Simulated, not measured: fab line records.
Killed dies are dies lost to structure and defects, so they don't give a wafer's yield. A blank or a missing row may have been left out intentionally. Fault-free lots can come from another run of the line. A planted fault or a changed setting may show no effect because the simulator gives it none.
Matching of chambers	flow n5Finfet	3 sister chambers for N5_BEOL_M5_CURE_79 on uvCure-01
The step cures SiCOH lowk, time 240 s. 20 wafers are shown with their chamber, then 10 later ones without.

## WAFERS WITH THEIR CHAMBER
wafer	chamber	wafer_temp_C_max	lampPowerPct (%)
L076.3	0	389.6	52.32
L076.4	0	388.8	52.35
L076.6	0	388.3	52.38
L078.1	2	387.6	52.29
L078.3	2	387.8	52.31
L078.5	2	387.8	52.27
L079.1	0	389.3	52.31
L079.2	0	388.3	52.33
L079.6	0	387.9	52.35
L083.1	1	386.4	52.32
L083.2	1	386.7	52.35
L083.4	1	386.9	52.33
L084.1	1	386.6	52.30
L084.2	1	386.8	52.32
L084.4	1	386.6	52.39
L088.2	2	387.4	52.25
L088.3	2	387.8	52.31
L088.5	2	388.0	52.34
L094.3	1	387.2	52.31
L094.4	1	386.1	52.28

SIGNATURES, as means of the wafers listed above
reading	chamber 0	chamber 1	chamber 2	scatter within a chamber
wafer_temp_C_max	388.700	386.663	387.733	0.428
lampPowerPct	52.3400	52.3250	52.2950	0.0308
Rule: a wafer lies at a distance from a chamber equal to the root of the sum of squares, over the readings, of (its reading less the chamber's mean, divided by the reading's scatter). If the next closest chamber is less than 2 further off than the closest, the wafer can't be placed; otherwise it belongs to the closest. The scatter: the root of (the sum of the squares of (reading less its chamber's mean) over the shown wafers, divided by (wafers less chambers)).

## WAFERS WITH NO CHAMBER GIVEN
wafer	wafer_temp_C_max	lampPowerPct (%)
L094.5	386.6	52.33
L085.2	388.8	52.36
L085.4	387.2	52.40
L085.6	388.4	52.35
L089.3	386.5	52.25
L089.5	387.0	52.27
L089.6	386.7	52.36
L091.1	385.9	52.30
L091.2	386.5	52.33
L091.3	386.2	52.28

## CHAMBER TAKEN BY EACH
wafer	from the rows above	in truth
L094.5	1	1
L085.2	0	0
L085.4	can't be placed: 1 or 2 or 0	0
L085.6	can't be placed: 0 or 2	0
L089.3	can't be placed: 1 or 2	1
L089.5	can't be placed: 2 or 1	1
L089.6	1	1
L091.1	1	1
L091.2	1	1
L091.3	can't be placed: 1 or 2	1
Correctly placed: 5 of 10. Unplaceable from these rows: 5, with the true chamber sitting among the candidates in 5. Number placed wrongly: 0.
